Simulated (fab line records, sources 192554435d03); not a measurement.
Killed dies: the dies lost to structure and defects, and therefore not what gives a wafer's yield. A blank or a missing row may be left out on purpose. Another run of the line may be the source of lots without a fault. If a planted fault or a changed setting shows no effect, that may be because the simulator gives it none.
Chamber matching :: flow n5Finfet :: N5_HKMG_FIN_DESCUM_17 on rieDiel-01: 4 sister chambers
The step chemistry O2, time 7.9 s. 4 wafers are shown with their chamber, then 9 later ones without.

WAFERS PAIRED WITH THEIR CHAMBERS
wafer: L092.5
chamber: 0
throttleValvePct (%): 20.29

wafer: L094.1
chamber: 2
throttleValvePct (%): 20.12

wafer: L094.3
chamber: 1
throttleValvePct (%): 20.89

wafer: L094.4
chamber: 3
throttleValvePct (%): 20.22

WAFERS WITHOUT THEIR CHAMBER
wafer: L095.1
throttleValvePct (%): 20.28

wafer: L095.3
throttleValvePct (%): 20.23

wafer: L095.6
throttleValvePct (%): 20.90

wafer: L096.1
throttleValvePct (%): 20.14

wafer: L096.5
throttleValvePct (%): 20.90

wafer: L096.6
throttleValvePct (%): 20.27

wafer: L097.2
throttleValvePct (%): 20.24

wafer: L097.3
throttleValvePct (%): 20.91

wafer: L097.6
throttleValvePct (%): 20.29

THE CHAMBER EACH PASSED THROUGH
wafer: L095.1
from the rows above: 0
in truth: 0

wafer: L095.3
from the rows above: 3
in truth: 3

wafer: L095.6
from the rows above: 1
in truth: 1

wafer: L096.1
from the rows above: 2
in truth: 2

wafer: L096.5
from the rows above: 1
in truth: 1

wafer: L096.6
from the rows above: 0
in truth: 0

wafer: L097.2
from the rows above: 3
in truth: 3

wafer: L097.3
from the rows above: 1
in truth: 1

wafer: L097.6
from the rows above: 0
in truth: 0
Placed correctly: 9 of 9. Left unplaced by these rows: 0. Number placed wrongly: 0.
How it was worked out, from the rows above alone: a wafer's distance from a chamber is the root of the sum, over the readings, of the square of ((its reading less the chamber's mean) divided by the reading's scatter). If the next closest chamber is less than 2 further off than the closest, the wafer can't be placed; otherwise it belongs to the closest. Each chamber's mean is taken over the wafers shown for it. The scatter: root of mean squared gap, hidden wafer to nearest shown wafer, with one shown wafer a chamber.
